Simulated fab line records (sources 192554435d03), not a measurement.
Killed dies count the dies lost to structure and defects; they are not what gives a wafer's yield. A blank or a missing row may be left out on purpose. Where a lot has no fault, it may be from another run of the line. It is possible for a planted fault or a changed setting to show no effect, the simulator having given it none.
Split-lot experiment	flow n5Finfet	7 lots, 21 wafers read, on a route of 1938 steps

== SPLIT DETAILS ==
At N5_BEOL_M13_EXPOSE_07 (exposes mask V12), the setting doseMj was moved away from the recipe's 24.8 on 5 of the 21 wafers read, by -7.2% to +4.6%. The other wafers ran this setting at the recipe's value.

== FROM THE SPLIT TO THE READING: what the file shows between them, 9 steps ==
- N5_BEOL_M13_PEB_08: peb time 90 s
- N5_BEOL_M13_DEVELOP_09: develop time 45 s
- N5_BEOL_M13_HARDBAKE_14: time 120 s
- N5_BEOL_M13_CD_MEAS_10: target cd 190 nm
- N5_BEOL_M13_ETCH_59: etches BARC in N2/H2, target depth 89 nm, overetch 26.7 nm, time 67.9 s (also split here: timeS)
- N5_BEOL_M13_VIA_ETCH_16: etches SiOC in C4F8/O2/Ar, target depth 921.7 nm
- N5_BEOL_M13_STRIP_63: strips in N2/H2
- N5_BEOL_M13_STRIP_71: strips in post etch residue remover, time 60 s
- N5_BEOL_M13_SRD_72: time 30 s, dry time 30 s

== THE READING ==
At N5_BEOL_M13_CD_MEAS_17: cdNm in nanometres, against a target cd of 190 nm. Typical for fault-free wafers on this fab line: 191.1 nm, with standard deviation 1.3 nm.

wafer	tool, chamber at the split	doseMj as run	against the recipe	cdNm, nm	against lot-mates on the recipe
L074.2	krfScanner-02, 0	24.8	recipe	188.1	-
L074.3	krfScanner-02, 0	23.02	-7.2%	180.6	-8.7
L074.6	krfScanner-02, 0	24.8	recipe	190.5	-
L081.3	krfScanner-01, 0	23.69	-4.5%	189.8	+0.2
L081.4	krfScanner-01, 0	23.69	-4.5%	188.3	-1.3
L081.6	krfScanner-01, 0	24.8	recipe	189.6	-
L084.1	krfScanner-01, 0	24.8	recipe	190.7	-
L084.3	krfScanner-01, 0	24.8	recipe	190.8	-
L084.4	krfScanner-01, 0	24.8	recipe	190.2	-
L087.1	krfScanner-01, 0	24.8	recipe	190.3	-
L087.2	krfScanner-01, 0	25.94	+4.6%	195.9	+6.0
L087.5	krfScanner-01, 0	24.8	recipe	189.4	-
L090.2	krfScanner-01, 0	24.8	recipe	189.7	-
L090.5	krfScanner-01, 0	24.8	recipe	191.2	-
L090.6	krfScanner-01, 0	24.8	recipe	189.7	-
L093.2	krfScanner-01, 0	24.8	recipe	191.6	-
L093.3	krfScanner-01, 0	24.8	recipe	191.8	-
L093.4	krfScanner-01, 0	24.8	recipe	194.6	-
L091.1	krfScanner-01, 0	23.41	-5.6%	185.9	-6.8
L091.3	krfScanner-01, 0	24.8	recipe	193.0	-
L091.6	krfScanner-01, 0	24.8	recipe	192.3	-

THE FIT
A straight line over all 21 wafers: cdNm changes by +0.994 nm for each +1% of doseMj; r = +0.82; the points scatter about the line by 1.8 nm.
The same after taking each lot's own level away (the mean of its wafers on the recipe; 21 wafers): +0.956 nm for each +1%; r = +0.85; scatter 1.6 nm.
On that fit, the largest move of doseMj shifts the reading by 6.9 nm.
The span of the lots' own levels, 189.30 to 192.67 nm, comes to 2.6 times the standard deviation stated above.
The two slopes agree, so the slope changes little with the lot-to-lot level.
Check: with one of the wafers moved furthest among these (-7.2%) left out of the fit, the line predicts -5.4 nm for it against its lot-mates. Against them it came out at -8.7 nm.

== OTHER SPLITS APPLIED TO THESE WAFERS ==
Other splits were also applied to these wafers ahead of the reading. Each is held against what the fit with the lots' levels taken away leaves over:
other split on the same wafers	wafers away from the commonest value	r with cdNm (lot level and that fit taken away)
N5_BEOL_M10_PEB_26 pebTimeS	7	-0.13
N5_BEOL_M11_PECVD_70 tempC	9	+0.23
N5_BEOL_M11_COAT_59 spinRpm	7	-0.04
N5_BEOL_M12_SPUTTER_44 timeS	9	+0.04
N5_BEOL_M13_ETCH_59 timeS	5	+0.74

== THE WHOLE CHAIN: every reading that the file lists as answering this split, in the file's order ==
step	what it does	reading	change (the file's fit)	r (the file's)
N5_BEOL_M13_CD_MEAS_10	target cd 190 nm	cdNm	+1.04 nm for each +1% of the setting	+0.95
N5_BEOL_M13_CD_MEAS_17	target cd 190 nm	cdNm	+1.05 nm for each +1% of the setting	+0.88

== THE FILE'S OWN FIT ==
cdNm changes by +1.05 nm for each +1% of doseMj, r = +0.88.
